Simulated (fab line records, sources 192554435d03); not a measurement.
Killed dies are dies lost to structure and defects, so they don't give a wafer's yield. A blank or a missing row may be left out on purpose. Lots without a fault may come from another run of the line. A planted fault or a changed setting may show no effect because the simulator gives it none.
Chamber matching | flow n5_finfet | N5_PMOS_HMC_CHANNEL_EPI_CMP_21 on cmp-03: 4 sister chambers
The step polishes SiGe30, target thk 54 nm. 14 wafers are shown with their chamber, then 7 later ones without.

WAFERS WITH THEIR CHAMBER
wafer  | chamber | motor_current_A (A)
L501.1 | 3       | 14.2
L501.2 | 1       | 9.4
L501.5 | 3       | 14.0
L503.1 | 1       | 9.1
L503.2 | 2       | 11.5
L503.5 | 1       | 9.4
L507.2 | 2       | 11.4
L507.5 | 1       | 8.9
L507.6 | 2       | 10.9
L510.4 | 0       | 10.7
L510.5 | 0       | 10.7
L510.6 | 3       | 13.9
L519.3 | 2       | 11.5
L519.5 | 1       | 9.2

SIGNATURES (means of the wafers above)
reading         | chamber 0 | chamber 1 | chamber 2 | chamber 3 | scatter within a chamber
motor_current_A | 10.700    | 9.200     | 11.325    | 14.033    | 0.218
Rule: a wafer's distance from a chamber is the root of the sum, over the readings, of the square of ((its reading less the chamber's mean) divided by the reading's scatter). The wafer belongs to the nearest chamber; if the next one is less than 2 further off, it can't be placed. The scatter: the root of (the sum of the squares of (reading less its chamber's mean) over the shown wafers, divided by (wafers less chambers)).

WAFERS WITHOUT THEIR CHAMBER
wafer  | motor_current_A (A)
L519.6 | 11.0
L520.1 | 9.2
L520.4 | 10.3
L520.5 | 8.9
L523.1 | 11.6
L523.3 | 10.3
L523.6 | 11.4

WHICH CHAMBER EACH WENT THROUGH
wafer  | from the rows above     | in truth
L519.6 | can't be placed: 0 or 2 | 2
L520.1 | 1                       | 1
L520.4 | 0                       | 0
L520.5 | 1                       | 1
L523.1 | 2                       | 2
L523.3 | 0                       | 0
L523.6 | 2                       | 2
Placed correctly: 6 of 7. Can't be placed from these rows: 1 (the true chamber is among the candidates in 1). Placed wrongly: 0.
